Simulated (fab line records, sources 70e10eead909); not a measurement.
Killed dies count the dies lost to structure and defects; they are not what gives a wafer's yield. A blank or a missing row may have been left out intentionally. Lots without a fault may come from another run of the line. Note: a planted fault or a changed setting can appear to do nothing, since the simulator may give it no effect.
fab line records -- flow nand-harc
record lots=7, wafers=21, last-day=23
route steps=1159 shown P_M1@313 P_M2@318 END@1159
lots with no fault: from the same line, run without faults
start-h: the number of hours between the record's first day and the start of the first shown wafer of the lot -- wait-h: how many hours have passed since the lot's step before this one -- " as in the row above -- L1.1+2: several wafers, shown together as one row -- - either no value or no given start -- * or withheld: withheld -- < > ~ a bound
route shown NAME@n: names a module that has steps shown in the file, with the first one's number in the route -- usual: average and standard deviation across the fault-free wafers -- same: alike in all rows -- chamber/n: place in a boat -- sites: readings site by site -- _std_site: the standard deviation of these -- _edge_site: the outer-site mean with the inner-site mean subtracted -- radius-mm: for every site, how far away it sits from the centre of the wafer -- mask NAME#n: copy n -- behind: the most recent tool/chamber to have shaped the wafer -- hold: why the lot was held/for how many hours/how that ended -- device: which transistor (n, p or np) failed to switch -- end of line: the same wafers' tests at the end of the route -- where a step has no rows: the recipe by itself -- killed: dies lost to structure and defects at the first sort, not the wafer's yield -- map: per-die view of a wafer (x killed, . not killed, _ where there is no die)
set.NAME: the setting that was run; set.NAME@STEP: the one run at that earlier step -- model.NAME: the simulator's own value behind a step, which no gauge read
lots at some steps of the route; a table a step, a row a wafer
services: the hour from which a tool's chamber was out of use, counted from the record's first day as start-h (under 0 if before that day), plus the number of hours and why
## steps
# step NHARC_P_M1_SRD_25
# step NHARC_P_M1_INSPECT_27
# usual raw-defect-count=321/140
lot.wafer,tool,chamber,start-h,wait-h,raw-defect-count
L906.2,defect-inspect-02,-,117.95,0.0,264
L906.4,defect-inspect-02,-,117.95,0.0,203
L906.6,defect-inspect-02,-,117.95,0.0,366
L908.3,defect-inspect-01,-,131.20,0.0,353
L908.4,defect-inspect-01,-,131.20,0.0,407
L908.6,defect-inspect-01,-,131.20,0.0,282
L911.2,defect-inspect-02,-,159.85,0.0,351
L911.3,defect-inspect-02,-,159.85,0.0,418
L911.5,defect-inspect-02,-,159.85,0.0,280
L914.1,defect-inspect-01,-,167.80,0.0,252
L914.2,defect-inspect-01,-,167.80,0.0,196
L914.5,defect-inspect-01,-,167.80,0.0,218
L918.1,defect-inspect-02,-,197.16,0.0,406
L918.3,defect-inspect-02,-,197.16,0.0,380
L918.6,defect-inspect-02,-,197.16,0.0,240
L926.2,defect-inspect-01,-,241.38,0.0,186
L926.4,defect-inspect-01,-,241.38,0.0,221
L926.6,defect-inspect-01,-,241.38,0.0,150
L929.4,defect-inspect-01,-,252.54,0.0,199
L929.5,defect-inspect-01,-,252.54,0.0,143
L929.6,defect-inspect-01,-,252.54,0.0,204
# step NHARC_P_M1_PRE_CLEAN_32
# recipe time-s=12, temp-c=370, rf-power-w=300, gas=NH3
# usual heater-power-outer-w=364/82, heater-power-w=620/110
lot.wafer,tool,chamber,start-h,wait-h,heater-power-outer-w,heater-power-w
L906.2,pecvd-02,2,118.03,0.1,444,759
L906.6,pecvd-02,1,118.03,0.1,239,477
L906.4,pecvd-02,0,118.03,0.1,268,433
L908.3,pecvd-04,1,131.29,0.1,326,624
L908.6,pecvd-04,2,131.29,0.1,379,660
L908.4,pecvd-04,0,131.29,0.1,437,707
L911.3,pecvd-03,0,159.92,0.1,270,497
L911.2,pecvd-03,1,159.92,0.1,509,798
L911.5,pecvd-03,0,159.92,0.1,281,495
L914.1,pecvd-04,1,167.90,0.1,304,564
L914.2,pecvd-04,2,167.90,0.1,396,656
L914.5,pecvd-04,0,167.90,0.1,520,819
L918.1,pecvd-03,2,197.23,0.1,363,588
L918.3,pecvd-03,1,197.23,0.1,478,757
L918.6,pecvd-03,2,197.23,0.1,350,588
L926.2,pecvd-04,2,241.46,0.1,380,643
L926.6,pecvd-04,1,241.46,0.1,320,595
L926.4,pecvd-04,2,241.46,0.1,396,656
L929.5,pecvd-02,2,252.65,0.1,432,703
L929.6,pecvd-02,0,252.65,0.1,276,457
L929.4,pecvd-02,1,252.65,0.1,290,562
# step NHARC_P_M1_DEP_33
# recipe target-thk-a=300, temp-c=370, target-thk-nm=30, pressure-torr=3, flow-sccm=200, rf-w=450, material=SiCN
# usual heater-power-outer-w=324/83, heater-power-w=567/110
lot.wafer,tool,chamber,start-h,wait-h,heater-power-outer-w,heater-power-w
L906.2,pecvd-02,2,118.14,0.1,385,697
L906.6,pecvd-02,1,118.14,0.1,234,479
L906.4,pecvd-02,0,118.14,0.1,254,425
L908.3,pecvd-04,1,131.43,0.1,265,540
L908.6,pecvd-04,2,131.43,0.1,281,500
L908.4,pecvd-04,0,131.43,0.1,423,671
L911.3,pecvd-03,0,160.00,0.1,250,447
L911.2,pecvd-03,1,160.00,0.1,440,717
L911.5,pecvd-03,0,160.00,0.1,246,454
L914.1,pecvd-04,1,168.00,0.1,218,469
L914.2,pecvd-04,2,168.00,0.1,311,555
L914.5,pecvd-04,0,168.00,0.1,499,807
L918.1,pecvd-03,2,197.31,0.1,317,544
L918.3,pecvd-03,1,197.31,0.1,460,765
L918.6,pecvd-03,2,197.31,0.1,317,536
L926.2,pecvd-04,2,241.57,0.1,315,570
L926.6,pecvd-04,1,241.57,0.1,321,591
L926.4,pecvd-04,2,241.57,0.1,328,550
L929.5,pecvd-02,2,252.82,0.2,401,684
L929.6,pecvd-02,0,252.82,0.2,215,387
L929.4,pecvd-02,1,252.82,0.2,269,502
# step NHARC_P_M2_DEP_00
# recipe target-thk-a=1825, target-thk-nm=182.5, temp-c=withheld, pressure-torr=5, flow-sccm=200, rf-w=600, material=SiOC
# step NHARC_P_M2_DEHYDRATE_01
# recipe temp-c=150, time-s=120
# step NHARC_P_M2_HMDS_02
# recipe time-s=30
# step NHARC_P_M2_COAT_34
# recipe temp-c=200, time-s=65
# step NHARC_P_M2_COAT_03
# recipe spin-rpm=1500, resist-thk-nm=90
# step NHARC_P_M2_SOFTBAKE_04
# recipe temp-c=105, time-s=55
# step NHARC_P_M2_EBR_05
# step NHARC_P_M2_EXPOSE_06
# recipe na=1.35, target-cd-nm=170, dose-mj=80.78, mask-id=P_M2
# usual exposure-dose-mJ-cm2=80.77/0.07, reticle-temp-C=23.00/0.11
lot.wafer,tool,chamber,start-h,wait-h,mask,exposure-dose-mJ-cm2,reticle-temp-C
L906.2,arfi-scanner-01,0,119.29,-,P_M2#0,80.73,22.95
L906.4,arfi-scanner-01,0,119.29,-,P_M2#0,80.70,23.03
L906.6,arfi-scanner-01,0,119.29,-,P_M2#0,80.92,23.07
L908.3,arfi-scanner-03,0,132.44,-,P_M2#0,80.73,23.14
L908.4,arfi-scanner-03,0,132.44,-,P_M2#0,80.91,22.96
L908.6,arfi-scanner-03,0,132.44,-,P_M2#0,80.81,23.07
L911.2,arfi-scanner-03,0,160.97,-,P_M2#0,79.48,23.08
L911.3,arfi-scanner-03,0,160.97,-,P_M2#0,79.41,23.14
L911.5,arfi-scanner-03,0,160.97,-,P_M2#0,79.49,23.05
L914.1,arfi-scanner-03,0,169.05,-,P_M2#0,79.77,23.02
L914.2,arfi-scanner-03,0,169.05,-,P_M2#0,79.73,22.92
L914.5,arfi-scanner-03,0,169.05,-,P_M2#0,79.80,22.97
L918.1,arfi-scanner-03,0,198.40,-,P_M2#0,80.18,23.03
L918.3,arfi-scanner-03,0,198.40,-,P_M2#0,79.89,23.04
L918.6,arfi-scanner-03,0,198.40,-,P_M2#0,80.01,22.90
L926.2,arfi-scanner-01,0,242.68,-,P_M2#0,80.71,22.93
L926.4,arfi-scanner-01,0,242.68,-,P_M2#0,80.75,23.02
L926.6,arfi-scanner-01,0,242.68,-,P_M2#0,80.85,22.90
L929.4,arfi-scanner-02,0,253.82,-,P_M2#0,80.72,23.03
L929.5,arfi-scanner-02,0,253.82,-,P_M2#0,80.68,23.21
L929.6,arfi-scanner-02,0,253.82,-,P_M2#0,80.69,23.04
# step NHARC_P_M2_PEB_07
# recipe peb-temp-c=100, peb-time-s=65
# step NHARC_P_M2_DEVELOP_08
# recipe develop-time-s=35, dev-temp-c=23
# step NHARC_P_M2_CD_MEAS_09
# recipe target-cd-nm=170, landing-energy-ev=500
# usual cd-nm=170.1/0.49
lot.wafer,tool,chamber,start-h,wait-h,cd-nm
L906.2,cd-sem-02,0,119.43,-,169.4
L906.4,cd-sem-02,0,119.43,-,170.4
L906.6,cd-sem-02,0,119.43,-,170.0
L908.3,cd-sem-01,0,132.58,-,169.8
L908.4,cd-sem-01,0,132.58,-,170.4
L908.6,cd-sem-01,0,132.58,-,170.2
L911.2,cd-sem-03,0,161.11,-,169.9
L911.3,cd-sem-03,0,161.11,-,169.6
L911.5,cd-sem-03,0,161.11,-,170.2
L914.1,cd-sem-02,0,169.19,-,169.1
L914.2,cd-sem-02,0,169.19,-,169.2
L914.5,cd-sem-02,0,169.19,-,169.3
L918.1,cd-sem-02,0,198.54,-,169.4
L918.3,cd-sem-02,0,198.54,-,168.6
L918.6,cd-sem-02,0,198.54,-,169.0
L926.2,cd-sem-02,0,242.82,-,170.4
L926.4,cd-sem-02,0,242.82,-,170.3
L926.6,cd-sem-02,0,242.82,-,170.9
L929.4,cd-sem-02,0,253.95,-,170.9
L929.5,cd-sem-02,0,253.95,-,170.8
L929.6,cd-sem-02,0,253.95,-,170.4
# step NHARC_P_M2_OVL_MEAS_10
# recipe pitch-nm=340
# usual overlay-x-nm=-0.1/0.77, overlay-y-nm=-0.1/0.82
lot.wafer,tool,chamber,start-h,wait-h,overlay-x-nm,overlay-y-nm
L906.2,overlay-02,-,119.52,-,-0.2,-0.4
L906.4,overlay-02,-,119.52,-,-0.8,-0.5
L906.6,overlay-02,-,119.52,-,-0.7,-1.0
L908.3,overlay-01,-,132.66,-,0.3,0.0
L908.4,overlay-01,-,132.66,-,-0.3,0.0
L908.6,overlay-01,-,132.66,-,0.1,0.4
L911.2,overlay-01,-,161.20,-,0.0,0.9
L911.3,overlay-01,-,161.20,-,0.0,0.9
L911.5,overlay-01,-,161.20,-,0.0,0.7
L914.1,overlay-01,-,169.27,-,-1.2,0.2
L914.2,overlay-01,-,169.27,-,-0.5,0.7
L914.5,overlay-01,-,169.27,-,-1.0,0.4
L918.1,overlay-02,-,198.63,-,0.2,-0.5
L918.3,overlay-02,-,198.63,-,-0.9,-0.3
L918.6,overlay-02,-,198.63,-,-0.4,-0.9
L926.2,overlay-02,-,242.90,-,-0.1,-1.8
L926.4,overlay-02,-,242.90,-,0.2,-1.4
L926.6,overlay-02,-,242.90,-,0.9,-1.6
L929.4,overlay-01,-,254.03,-,0.5,0.1
L929.5,overlay-01,-,254.03,-,0.7,0.3
L929.6,overlay-01,-,254.03,-,0.4,0.5
# step NHARC_P_M2_INSPECT_11
# usual raw-defect-count=4.4/2.7
lot.wafer,tool,chamber,start-h,wait-h,raw-defect-count
L906.2,defect-inspect-01,-,119.56,0.0,2
L906.4,defect-inspect-01,-,119.56,0.0,2
L906.6,defect-inspect-01,-,119.56,0.0,3
L908.3,defect-inspect-01,-,132.70,0.0,7
L908.4,defect-inspect-01,-,132.70,0.0,7
L908.6,defect-inspect-01,-,132.70,0.0,4
L911.2,defect-inspect-02,-,161.23,0.0,7
L911.3,defect-inspect-02,-,161.23,0.0,4
L911.5,defect-inspect-02,-,161.23,0.0,7
L914.1,defect-inspect-01,-,169.31,0.0,11
L914.2,defect-inspect-01,-,169.31,0.0,7
L914.5,defect-inspect-01,-,169.31,0.0,7
L918.1,defect-inspect-01,-,198.66,0.0,7
L918.3,defect-inspect-01,-,198.66,0.0,5
L918.6,defect-inspect-01,-,198.66,0.0,5
L926.2,defect-inspect-01,-,242.94,0.0,2
L926.4,defect-inspect-01,-,242.94,0.0,3
L926.6,defect-inspect-01,-,242.94,0.0,4
L929.4,defect-inspect-01,-,254.07,0.0,2
L929.5,defect-inspect-01,-,254.07,0.0,0
L929.6,defect-inspect-01,-,254.07,0.0,0
# step NHARC_P_M2_DESCUM_14
# recipe time-s=3, o2-flow-sccm=200, ar-flow-sccm=0, bias-power-w=0, chemistry=O2
# usual drypump-motor-current-A=5.64/0.22, oes-product-au=0.999/0.0071, rf-vpp-V=57.9/0.88, showerhead-plenum-p-Torr=1.96/0.074, throttle-valve-pct=11.310/0.009
lot.wafer,tool,chamber,start-h,wait-h,drypump-motor-current-A,oes-product-au,rf-hours-counter-h,rf-vpp-V,showerhead-plenum-p-Torr,throttle-valve-pct,model.P_M2.cd-nm
L906.4,rie-diel-03,1,119.62,0.1,5.46,0.995,2,58.4,2.02,11.305,170.4
L906.2,rie-diel-03,0,119.62,0.1,5.47,1.000,3,58.1,2.01,11.309,169.4
L906.6,rie-diel-03,1,119.62,0.1,5.44,0.994,-,58.1,2.02,11.321,169.9
L908.3,rie-diel-01,3,132.76,0.1,5.77,1.000,54,56.3,1.91,11.321,170
L908.4,rie-diel-01,2,132.76,0.1,5.70,1.009,51,58.1,1.85,11.302,169.9
L908.6,rie-diel-01,0,132.76,0.1,6.39,0.998,-,57.1,2.00,11.318,169.8
L911.2,rie-diel-03,3,161.30,0.1,5.51,1.000,4,57.0,1.93,11.308,169.8
L911.3,rie-diel-03,1,161.30,0.1,5.45,1.005,4,58.9,2.02,11.316,169.3
L911.5,rie-diel-03,3,161.30,0.1,5.50,1.017,-,57.0,1.93,11.306,169.7
L914.1,rie-diel-07,3,169.37,0.1,5.56,0.992,19,57.7,1.95,11.302,169.1
L914.2,rie-diel-07,2,169.37,0.1,5.83,0.978,19,59.0,1.95,11.314,169.3
L914.5,rie-diel-07,3,169.37,0.1,5.56,0.987,-,57.5,1.95,11.319,169.3
L918.3,rie-diel-03,1,198.73,0.1,5.41,0.999,5,55.4,2.02,11.314,168.9
L918.1,rie-diel-03,2,198.73,0.1,5.73,1.003,5,58.0,2.04,11.304,169
L918.6,rie-diel-03,1,198.73,0.1,5.40,0.999,-,56.9,2.02,11.302,169.1
L926.4,rie-diel-03,0,243.00,0.1,5.45,0.989,1,59.8,2.01,11.301,170.8
L926.2,rie-diel-03,3,243.00,0.1,5.51,0.985,1,57.7,1.93,11.311,171.1
L926.6,rie-diel-03,1,243.00,0.1,5.45,1.004,-,58.5,2.02,11.321,170.8
L929.4,rie-diel-03,3,254.13,0.1,5.50,0.997,1,58.2,1.93,11.332,170.7
L929.5,rie-diel-03,3,254.13,0.1,5.52,0.990,-,57.0,1.93,11.315,170.2
L929.6,rie-diel-03,0,254.13,0.1,5.42,0.992,-,57.3,2.01,11.316,170.5
# step NHARC_P_M2_ETCH_35
# recipe target-depth-a=400, overetch-a=120, time-s=43.94, ion-energy-ev=200, n2-flow-sccm=150, h2-flow-sccm=150, ar-flow-sccm=0, rf-w=400, bias-w=150, chemistry=N2/H2
# usual drypump-motor-current-A=5.66/0.24, oes-product-au=0.997/0.0069, rf-vpp-V=431.9/2.4, showerhead-plenum-p-Torr=2.09/0.084, throttle-valve-pct=14.172/0.009
lot.wafer,tool,chamber,start-h,wait-h,drypump-motor-current-A,oes-product-au,rf-hours-counter-h,rf-vpp-V,showerhead-plenum-p-Torr,throttle-valve-pct
L906.4,rie-diel-03,2,119.70,0.1,5.72,0.987,3,434.5,2.18,14.187
L906.2,rie-diel-03,1,119.70,0.1,5.42,0.993,3,432.6,2.15,14.166
L906.6,rie-diel-03,2,119.70,0.1,5.73,1.003,-,434.2,2.18,14.167
L908.4,rie-diel-01,1,132.84,0.1,5.98,1.002,53,426.8,1.91,14.168
L908.3,rie-diel-01,0,132.84,0.1,6.37,0.991,56,432.5,2.14,14.166
L908.6,rie-diel-01,2,132.84,0.1,5.69,0.995,-,428.4,1.97,14.172
L911.2,rie-diel-03,0,161.38,0.1,5.47,0.992,4,434.0,2.15,14.184
L911.3,rie-diel-03,2,161.38,0.1,5.73,0.990,4,433.8,2.18,14.164
L911.5,rie-diel-03,3,161.38,0.1,5.49,1.005,-,431.5,2.06,14.162
L914.2,rie-diel-07,1,169.46,0.1,5.89,1.007,18,426.6,1.94,14.173
L914.1,rie-diel-07,2,169.46,0.1,5.86,0.983,19,432.3,2.08,14.195
L914.5,rie-diel-07,1,169.46,0.1,5.84,1.000,-,427.3,1.94,14.184
L918.3,rie-diel-03,2,198.81,0.1,5.74,0.999,5,433.8,2.17,14.175
L918.1,rie-diel-03,0,198.81,0.1,5.49,0.990,5,432.2,2.15,14.186
L918.6,rie-diel-03,3,198.81,0.1,5.51,1.010,-,428.9,2.06,14.175
L926.2,rie-diel-03,1,243.09,0.1,5.43,1.002,1,432.4,2.15,14.189
L926.4,rie-diel-03,2,243.09,0.1,5.76,0.987,1,434.5,2.17,14.162
L926.6,rie-diel-03,2,243.09,0.1,5.74,0.992,-,433.8,2.17,14.167
L929.4,rie-diel-03,0,254.23,0.1,5.46,0.992,1,434.4,2.15,14.159
L929.6,rie-diel-03,1,254.23,0.1,5.42,1.001,-,433.2,2.15,14.172
L929.5,rie-diel-03,2,254.23,0.1,5.73,0.991,-,434.3,2.17,14.159
# step NHARC_P_M2_ETCH_15
# recipe target-depth-a=1825, time-s=91.2, c4f8-flow-sccm=withheld, ar-flow-sccm=400, rf-w=600, bias-w=300, chemistry=C4F8/Ar
# usual oes-product-au=0.949/0.023, rf-vpp-V=442.3/2.5
lot.wafer,tool,chamber,start-h,wait-h,oes-product-au,rf-hours-counter-h,rf-vpp-V,model.P_M2.cd-nm
L906.4,rie-diel-03,3,-,-,0.974,2,440.1,170.7
L906.2,rie-diel-03,1,-,-,0.950,3,443.2,169.6
L906.6,rie-diel-03,3,-,-,0.980,-,441.3,170.1
L908.4,rie-diel-01,3,-,-,0.927,54,439.4,170
L908.3,rie-diel-01,1,-,-,0.919,53,437.9,169.8
L908.6,rie-diel-01,2,-,-,0.927,-,437.0,169.8
L911.3,rie-diel-03,2,-,-,0.957,4,446.1,169.5
L911.2,rie-diel-03,0,-,-,0.968,4,443.9,169.6
L911.5,rie-diel-03,3,-,-,0.971,-,440.8,169.6
L914.2,rie-diel-07,1,-,-,0.938,18,437.8,168.9
L914.1,rie-diel-07,2,-,-,0.918,19,441.4,168.9
L914.5,rie-diel-07,1,-,-,0.931,-,438.0,169.1
L918.1,rie-diel-03,2,-,-,0.941,5,443.6,168.6
L918.3,rie-diel-03,1,-,-,0.946,5,445.0,168.7
L918.6,rie-diel-03,2,-,-,0.942,-,445.6,168.8
L926.4,rie-diel-03,0,-,-,0.966,1,442.6,170.8
L926.2,rie-diel-03,1,-,-,0.972,1,443.7,170.8
L926.6,rie-diel-03,0,-,-,0.956,-,444.4,170.9
L929.4,rie-diel-03,0,-,-,0.958,1,445.0,170.6
L929.5,rie-diel-03,1,-,-,0.965,-,443.5,170.1
L929.6,rie-diel-03,2,-,-,0.965,-,445.6,170.2
# step NHARC_P_M2_CD_MEAS_16
# usual cd-nm=170.0/0.63
lot.wafer,tool,chamber,start-h,wait-h,cd-nm
L906.2,cd-sem-01,-,119.92,-,169.7
L906.4,cd-sem-01,-,119.92,-,170.8
L906.6,cd-sem-01,-,119.92,-,169.8
L908.3,cd-sem-02,-,133.07,-,169.7
L908.4,cd-sem-02,-,133.07,-,170.0
L908.6,cd-sem-02,-,133.07,-,169.5
L911.2,cd-sem-02,-,161.60,-,169.2
L911.3,cd-sem-02,-,161.60,-,169.7
L911.5,cd-sem-02,-,161.60,-,169.4
L914.1,cd-sem-03,-,169.68,-,168.7
L914.2,cd-sem-03,-,169.68,-,168.8
L914.5,cd-sem-03,-,169.68,-,169.2
L918.1,cd-sem-03,-,199.03,-,169.1
L918.3,cd-sem-03,-,199.03,-,168.7
L918.6,cd-sem-03,-,199.03,-,168.9
L926.2,cd-sem-02,-,243.31,-,170.8
L926.4,cd-sem-02,-,243.31,-,170.8
L926.6,cd-sem-02,-,243.31,-,171.1
L929.4,cd-sem-03,-,254.44,-,170.3
L929.5,cd-sem-03,-,254.44,-,169.9
L929.6,cd-sem-03,-,254.44,-,170.2
# step NHARC_END_SORT_01
# recipe temp-c=25
# usual defect-limited-yield=95.2/1.6, killed-at-array=28/11, killed-at-other=0.8/1.3, killed-at-periphery=3.6/2.5, killed-dies=32/11, killed-open=3.0/1.8, killed-short=2.0/1.5, sort_bin_2_pct=1.5/0.66, sort_bin_3_pct=0.25/0.23, sort_bin_4_pct=3.0/1.1, sort-n-pass=645/11, sort-rim-yield-pct=96.0/2.9, sort-yield-pct=95.2/1.6
# same gross-dies=677, sort_bin_5_pct[%]=0, sort_bin_6_pct[%]=0, sort_bin_7_pct[%]=0, sort_bin_8_pct[%]=0, sort-rim-n-gross=106.00
lot.wafer,tool,chamber,start-h,wait-h,defect-limited-yield[%],killed-at-array,killed-at-other,killed-at-periphery,killed-dies,killed-open,killed-short,sort_bin_2_pct[%],sort_bin_3_pct[%],sort_bin_4_pct[%],sort-n-pass,sort-rim-yield-pct[%],sort-yield-pct[%]
L906.2,prober-01,0,470.40,2.8,96.3,22,0,3,25,3,4,1.0,0.30,2.4,652,97.2,96.3
L906.4,prober-01,0,471.99,3.4,96.8,21,0,1,22,1,1,1.0,0,2.2,655,98.1,96.8
L906.6,prober-01,0,473.57,4.0,97.0,19,0,1,20,3,2,1.0,0,1.9,657,98.1,97.0
L911.2,prober-02,0,493.69,2.8,97.3,11,3,4,18,2,2,1.2,0.15,1.3,659,99.1,97.3
L911.3,prober-02,0,494.50,3.1,98.1,9,3,1,13,1,1,0.1,0.15,1.6,664,99.1,98.1
L911.5,prober-02,0,496.10,3.7,96.6,18,1,4,23,2,1,1.3,0,2.1,654,97.2,96.6
L914.1,prober-01,0,500.85,2.5,96.0,19,0,8,27,1,0,1.0,0.15,2.8,650,98.1,96.0
L914.2,prober-01,0,501.66,2.8,95.6,25,1,4,30,3,1,1.5,0.15,2.8,647,96.2,95.6
L914.5,prober-01,0,504.08,3.7,95.4,22,1,8,31,3,0,1.5,0.15,3.0,646,99.1,95.4
L918.1,prober-01,0,516.52,2.5,94.4,27,0,11,38,2,3,2.1,1.03,2.5,639,95.3,94.4
L918.3,prober-01,0,518.14,3.1,95.3,30,2,0,32,0,3,1.9,0.15,2.7,645,96.2,95.3
L918.6,prober-01,0,520.58,4.1,96.3,21,0,4,25,5,1,1.2,0.15,2.4,652,96.2,96.3
L929.4,prober-02,0,558.61,3.4,95.3,32,0,0,32,4,1,1.3,0.89,2.5,645,95.3,95.3
L929.5,prober-02,0,559.41,3.7,95.9,27,0,1,28,2,0,1.6,0.30,2.2,649,99.1,95.9
L929.6,prober-02,0,560.21,4.0,95.4,30,0,1,31,3,3,0.7,0.15,3.7,646,92.5,95.4
# killed by level:class
L906.2 A_SLIT:chamber-film-flake=6 A_CHANNEL_HOLE_D1:chamber-film-flake=3 A_STAIRCASE:chamber-film-flake=3 A_CONTACT:chamber-film-flake=3 A_CHANNEL_FILL_D1:chamber-film-flake=2 P_GATE:geometric-particle:short=1 P_CONTACT:geometric-particle:open=1 P_M1:geometric-particle:open=1
L906.4 A_SLIT:chamber-film-flake=8 A_CHANNEL_HOLE_D1:chamber-film-flake=3 A_STAIRCASE:chamber-film-flake=3 A_CONTACT:chamber-film-flake=3 A_ONON_D1:geometric-particle:open=1 A_ONON_D1:geometric-particle:short=1 P_STI:chamber-film-flake=1 A_SGD_CUT:chamber-film-flake=1
L906.6 A_SLIT:chamber-film-flake=9 A_CHANNEL_HOLE_D1:chamber-film-flake=2 A_CONTACT:chamber-film-flake=2 P_M0:geometric-particle:open=1 A_SOURCE_PLATE:geometric-particle:open=1 A_ONON_D1:geometric-particle:short=1 A_CONTACT:geometric-particle:short=1 A_CONTACT:geometric-particle:open=1
L911.2 A_STAIRCASE:chamber-film-flake=3 THIN_TSV:chamber-film-flake=3 P_ZERO_WELL:chamber-film-flake=2 A_CHANNEL_HOLE_D1:chamber-film-flake=2 A_CONTACT:chamber-film-flake=2 P_M1:geometric-particle:short=1 A_SOURCE_PLATE:geometric-particle:open=1 A_ONON_D1:geometric-particle:short=1
L911.3 A_CHANNEL_HOLE_D1:chamber-film-flake=3 THIN_TSV:chamber-film-flake=3 A_STAIRCASE:chamber-film-flake=2 A_SLIT:chamber-film-flake=2 A_CONTACT:geometric-particle:open=1 A_M0:geometric-particle:short=1 P_M1:chamber-film-flake=1
L911.5 A_CHANNEL_HOLE_D1:chamber-film-flake=6 A_STAIRCASE:chamber-film-flake=5 A_ONON_D1:geometric-particle:open=2 P_STI:chamber-film-flake=2 A_CONTACT:chamber-film-flake=2 A_CHANNEL_FILL_D1:geometric-particle:short=1 P_ZERO_WELL:chamber-film-flake=1 P_GATE:chamber-film-flake=1
L914.1 A_SLIT:chamber-film-flake=13 P_M0:chamber-film-flake=5 A_CHANNEL_HOLE_D1:chamber-film-flake=4 P_STI:chamber-film-flake=2 A_ONON_D1:geometric-particle:open=1 P_GATE:chamber-film-flake=1 A_STAIRCASE:chamber-film-flake=1
L914.2 A_SLIT:chamber-film-flake=13 P_M0:chamber-film-flake=4 A_CHANNEL_HOLE_D1:chamber-film-flake=2 A_STAIRCASE:chamber-film-flake=2 A_M0:chamber-film-flake=2 A_ONON_D1:geometric-particle:short=1 A_CHANNEL_FILL_D1:geometric-particle:open=1 A_SGD_CUT:geometric-particle:open=1
L914.5 A_SLIT:chamber-film-flake=14 P_M0:chamber-film-flake=4 A_STAIRCASE:chamber-film-flake=4 A_CHANNEL_HOLE_D1:chamber-film-flake=3 P_GATE:geometric-particle:open=1 P_M1:geometric-particle:open=1 A_WL_FILL:geometric-particle:open=1 P_ZERO_WELL:chamber-film-flake=1
L918.1 A_CHANNEL_HOLE_D1:chamber-film-flake=17 P_CONTACT:chamber-film-flake=6 A_M1:chamber-film-flake=4 A_STAIRCASE:chamber-film-flake=2 A_CONTACT:chamber-film-flake=2 P_GATE:geometric-particle:open=1 P_M0:geometric-particle:short=1 P_M1:geometric-particle:short=1
L918.3 A_CHANNEL_HOLE_D1:chamber-film-flake=20 A_STAIRCASE:chamber-film-flake=4 A_M1:chamber-film-flake=2 HYBRID_BOND:latent=2 A_SOURCE_PLATE:geometric-particle:short=1 A_ONON_D1:geometric-particle:short=1 A_WL_FILL:geometric-particle:short=1 A_CONTACT:chamber-film-flake=1
L918.6 A_CHANNEL_HOLE_D1:chamber-film-flake=5 P_CONTACT:chamber-film-flake=4 A_STAIRCASE:chamber-film-flake=4 A_CONTACT:geometric-particle:open=3 A_M1:chamber-film-flake=3 A_ONON_D1:geometric-particle:open=2 A_CONTACT:chamber-film-flake=2 A_M0:geometric-particle:short=1
L929.4 A_CHANNEL_HOLE_D1:chamber-film-flake=22 A_CONTACT:chamber-film-flake=3 A_SOURCE_PLATE:geometric-particle:open=1 A_ONON_D1:geometric-particle:open=1 A_WL_FILL:geometric-particle:short=1 A_CONTACT:geometric-particle:open=1 A_M0:geometric-particle:open=1 A_STAIRCASE:chamber-film-flake=1
L929.5 A_CHANNEL_HOLE_D1:chamber-film-flake=21 A_STAIRCASE:chamber-film-flake=3 A_CONTACT:chamber-film-flake=2 P_GATE:geometric-particle:open=1 A_ONON_D1:geometric-particle:open=1
L929.6 A_CHANNEL_HOLE_D1:chamber-film-flake=13 A_STAIRCASE:chamber-film-flake=9 A_CONTACT:chamber-film-flake=3 A_CHANNEL_FILL_D1:geometric-particle:open=2 P_STI:geometric-particle:short=1 A_CHANNEL_FILL_D1:geometric-particle:short=1 A_SGD_CUT:geometric-particle:short=1 A_CONTACT:geometric-particle:open=1
## services
tool,chamber,start-h,hours,kind
rie-diel-01,2,103.92,1.3,repair
pecvd-03,-,111.00,13.0,pm
pecvd-04,-,124.51,2.7,repair
pecvd-02,-,125.18,0.8,repair
rie-diel-01,1,126.44,1.3,repair
pecvd-02,-,128.19,1.2,repair
pecvd-03,-,129.79,8.6,repair
pecvd-02,-,137.56,0.9,repair
rie-diel-07,1,137.77,4.4,repair
rie-diel-01,-,137.83,9.0,pm
arfi-scanner-03,-,140.00,4.0,pm
pecvd-02,-,153.03,13.0,pm
arfi-scanner-03,-,160.01,0.5,repair
rie-diel-07,2,172.16,5.7,repair
pecvd-02,2,180.33,7.4,repair
arfi-scanner-03,-,185.48,3.8,repair
pecvd-04,-,195.21,13.0,pm
pecvd-03,1,203.19,12.2,repair
rie-diel-03,3,208.45,2.7,repair
rie-diel-03,-,215.30,9.0,pm
pecvd-03,-,217.27,2.7,repair
pecvd-03,2,229.26,5.5,repair
pecvd-02,2,237.16,14.4,repair
arfi-scanner-03,-,238.67,1.7,repair
## key
first-sign step=NHARC_P_M2_EXPOSE_06, reading=exposure-dose-mJ-cm2, direction=down, sigmas=15, usual=80.77, struck=79.75
effect step=NHARC_P_M2_CD_MEAS_09, reading=cd-nm, direction=down, sigmas=1.4, usual=170.1, struck=169.4, through=control-loop
effect step=NHARC_P_M2_CD_MEAS_16, reading=cd-nm, direction=down, sigmas=1.4, usual=170.0, struck=169.1, through=control-loop
model-effect step=NHARC_P_M2_DESCUM_14, value=P_M2.cd-nm, without=170, struck=169.3
model-effect step=NHARC_P_M2_ETCH_15, value=P_M2.cd-nm, without=169.8, struck=169.1
met-at NHARC_P_M2_EXPOSE_06
struck-wafers L911.2,L911.3,L911.5,L914.1,L914.2,L914.5,L918.1,L918.3,L918.6
loop-trim step=NHARC_P_M2_EXPOSE_06, setting=dose, lots=L914,L918
onset-between 132.44 160.97
fault kind=process-parameter-drift, tool=arfi-scanner-03, chamber=-, onset-h=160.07, steps=NHARC_P_M2_EXPOSE_06, channel=dose-mj, offset=-1.2581, shape=step, acts-in=these-recipes-only, stated=80.78
# loop-trim: a control loop set the setting to another value than it would have without faults
